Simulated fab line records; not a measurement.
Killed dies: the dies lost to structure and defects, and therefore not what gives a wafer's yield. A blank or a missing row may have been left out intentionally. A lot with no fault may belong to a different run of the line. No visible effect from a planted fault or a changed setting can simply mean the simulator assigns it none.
Split-lot experiment / flow n5_finfet / 21 wafers read from 7 lots, route of 1938 steps

== SPLIT DETAILS ==
At N5_BEOL_M0_SAQP_SPACER1_ALD_98 (deposits SiO2, target thk 12.8 nm, pulse time 1 s, purge time 2 s), the setting temp_c was moved away from the recipe's 300 C on 6 of the 21 wafers read, by -4.2% to -1.5%. The other wafers ran this setting at the recipe's value.

== FROM SPLIT TO READING: 1 step shown by the file between the two ==
- N5_BEOL_M0_SAQP_SPACER1_ETCHBACK_99: etches SiO2 in CHF3/O2, target depth 15.4 nm, time 7.7 s

== THE READING ==
BEOL_M0_SAQP.cd_nm (the simulator's own value, which no gauge read), in nm, at N5_BEOL_M0_SAQP_MANDREL1_REMOVE_100 (chemistry HBr/Cl2/O2, target a-Si, stops on SiNx, bt time 10 s). There is no usual value for it anywhere in the file. The 15 wafers here that ran the recipe average 12.8 nm, standard deviation 0.1 nm.

wafer=L078.2; tool, chamber at the split=ald_sin-01, 0,1; temp_c as run, C=300; against the recipe=recipe; BEOL_M0_SAQP.cd_nm, nm=12.8; against lot-mates on the recipe=-
wafer=L078.3; tool, chamber at the split=ald_sin-01, 1; temp_c as run, C=293.8; against the recipe=-2.1%; BEOL_M0_SAQP.cd_nm, nm=13; against lot-mates on the recipe=+0.3
wafer=L078.5; tool, chamber at the split=ald_sin-01, 0,1; temp_c as run, C=300; against the recipe=recipe; BEOL_M0_SAQP.cd_nm, nm=12.6; against lot-mates on the recipe=-
wafer=L081.1; tool, chamber at the split=ald_sin-01, 3,0; temp_c as run, C=295.5; against the recipe=-1.5%; BEOL_M0_SAQP.cd_nm, nm=13; against lot-mates on the recipe=+0.2
wafer=L081.2; tool, chamber at the split=ald_sin-01, 3,0; temp_c as run, C=295.5; against the recipe=-1.5%; BEOL_M0_SAQP.cd_nm, nm=13; against lot-mates on the recipe=+0.2
wafer=L081.4; tool, chamber at the split=ald_sin-01, 2; temp_c as run, C=300; against the recipe=recipe; BEOL_M0_SAQP.cd_nm, nm=12.8; against lot-mates on the recipe=-
wafer=L084.1; tool, chamber at the split=ald_sin-02, 2; temp_c as run, C=300; against the recipe=recipe; BEOL_M0_SAQP.cd_nm, nm=12.8; against lot-mates on the recipe=-
wafer=L084.6; tool, chamber at the split=ald_sin-02, 2; temp_c as run, C=300; against the recipe=recipe; BEOL_M0_SAQP.cd_nm, nm=12.8; against lot-mates on the recipe=-
wafer=L084.3; tool, chamber at the split=ald_sin-02, 1; temp_c as run, C=287.7; against the recipe=-4.1%; BEOL_M0_SAQP.cd_nm, nm=13.4; against lot-mates on the recipe=+0.6
wafer=L087.1; tool, chamber at the split=ald_sin-01, 1,2,0; temp_c as run, C=300; against the recipe=recipe; BEOL_M0_SAQP.cd_nm, nm=13; against lot-mates on the recipe=-
wafer=L087.3; tool, chamber at the split=ald_sin-01, 1,2,0; temp_c as run, C=300; against the recipe=recipe; BEOL_M0_SAQP.cd_nm, nm=13; against lot-mates on the recipe=-
wafer=L087.4; tool, chamber at the split=ald_sin-01, 1,2,0; temp_c as run, C=300; against the recipe=recipe; BEOL_M0_SAQP.cd_nm, nm=12.8; against lot-mates on the recipe=-
wafer=L089.1; tool, chamber at the split=ald_sin-01, 2; temp_c as run, C=300; against the recipe=recipe; BEOL_M0_SAQP.cd_nm, nm=12.8; against lot-mates on the recipe=-
wafer=L089.2; tool, chamber at the split=ald_sin-01, 1,0; temp_c as run, C=287.4; against the recipe=-4.2%; BEOL_M0_SAQP.cd_nm, nm=13.4; against lot-mates on the recipe=+0.6
wafer=L089.3; tool, chamber at the split=ald_sin-01, 1,0; temp_c as run, C=287.4; against the recipe=-4.2%; BEOL_M0_SAQP.cd_nm, nm=13.4; against lot-mates on the recipe=+0.6
wafer=L090.1; tool, chamber at the split=ald_sin-01, 3,1,2; temp_c as run, C=300; against the recipe=recipe; BEOL_M0_SAQP.cd_nm, nm=12.8; against lot-mates on the recipe=-
wafer=L090.3; tool, chamber at the split=ald_sin-01, 3,1,2; temp_c as run, C=300; against the recipe=recipe; BEOL_M0_SAQP.cd_nm, nm=12.8; against lot-mates on the recipe=-
wafer=L090.5; tool, chamber at the split=ald_sin-01, 3,1,2; temp_c as run, C=300; against the recipe=recipe; BEOL_M0_SAQP.cd_nm, nm=12.8; against lot-mates on the recipe=-
wafer=L094.3; tool, chamber at the split=ald_sin-03, 3,0,1; temp_c as run, C=300; against the recipe=recipe; BEOL_M0_SAQP.cd_nm, nm=12.8; against lot-mates on the recipe=-
wafer=L094.6; tool, chamber at the split=ald_sin-03, 3,0,1; temp_c as run, C=300; against the recipe=recipe; BEOL_M0_SAQP.cd_nm, nm=12.8; against lot-mates on the recipe=-
wafer=L094.5; tool, chamber at the split=ald_sin-03, 3,0,1; temp_c as run, C=300; against the recipe=recipe; BEOL_M0_SAQP.cd_nm, nm=13; against lot-mates on the recipe=-
Rows listing several chambers each stand for several wafers; the file does not say which wafer went through which chamber.

THE FIT
A straight line over all 21 wafers: BEOL_M0_SAQP.cd_nm changes by -0.134 nm for each +1% of temp_c; r = -0.91; the points scatter about the line by 0.092 nm.
The same after taking each lot's own level away (the mean of its wafers on the recipe; 21 wafers): -0.144 nm for each +1%; r = -0.96; scatter 0.062 nm.
The reading moves by 0.6 nm for the largest change in temp_c, on that fit.
From 12.70 to 12.93 nm: that is the span of the lots' own levels, equal to 2.3 times the standard deviation above.
So the lot-to-lot level changes the slope little: the two slopes agree.
Check: for one of the wafers moved furthest among these (-4.2%), held out of the fit, the line's prediction against its lot-mates is +0.603 nm. It came out at +0.6 nm against them.

== OTHER SPLITS APPLIED TO THESE WAFERS ==
Other splits were also applied to these wafers ahead of the reading. Each is held against what the fit with the lots' levels taken away leaves over:
other split on the same wafers=N5_GATE_CUT_DESCUM_18 time_s; wafers away from the commonest value=8; r with BEOL_M0_SAQP.cd_nm (lot level and that fit taken away)=+0.24
other split on the same wafers=N5_MOL_CONTACT_COAG_CONTACT_ETCH_14 source_w; wafers away from the commonest value=4; r with BEOL_M0_SAQP.cd_nm (lot level and that fit taken away)=-0.21
other split on the same wafers=N5_MOL_CONTACT_COAG_DESCUM_45 time_s; wafers away from the commonest value=7; r with BEOL_M0_SAQP.cd_nm (lot level and that fit taken away)=-0.10
other split on the same wafers=N5_MOL_CONTACT_COAG_ETCHBACK_136 target_depth_a; wafers away from the commonest value=6; r with BEOL_M0_SAQP.cd_nm (lot level and that fit taken away)=+0.00
other split on the same wafers=N5_BEOL_M0_SAQP_MANDREL_ETCH_20 icp_w; wafers away from the commonest value=5; r with BEOL_M0_SAQP.cd_nm (lot level and that fit taken away)=-0.25

== THE WHOLE CHAIN: every reading that the file lists as answering this split, in the file's order ==
step=N5_BEOL_M0_SAQP_SPACER1_ALD_98; what it does=deposits SiO2, target thk 12.8 nm, pulse time 1 s, purge time 2 s; reading=SiO2_of_BEOL_M0_SAQP_SPACER1_ALD_98.thk_nm (the simulator's own value, which no gauge read); change (the file's fit)=-0.149 nm for each +1% of the setting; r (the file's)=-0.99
step=N5_BEOL_M0_SAQP_MANDREL1_REMOVE_100; what it does=chemistry HBr/Cl2/O2, target a-Si, stops on SiNx, bt time 10 s; reading=BEOL_M0_SAQP.cd_nm (the simulator's own value, which no gauge read); change (the file's fit)=-0.144 nm for each +1% of the setting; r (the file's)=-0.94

== THE FILE'S OWN FIT ==
BEOL_M0_SAQP.cd_nm changes by -0.144 nm for each +1% of temp_c, r = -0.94.
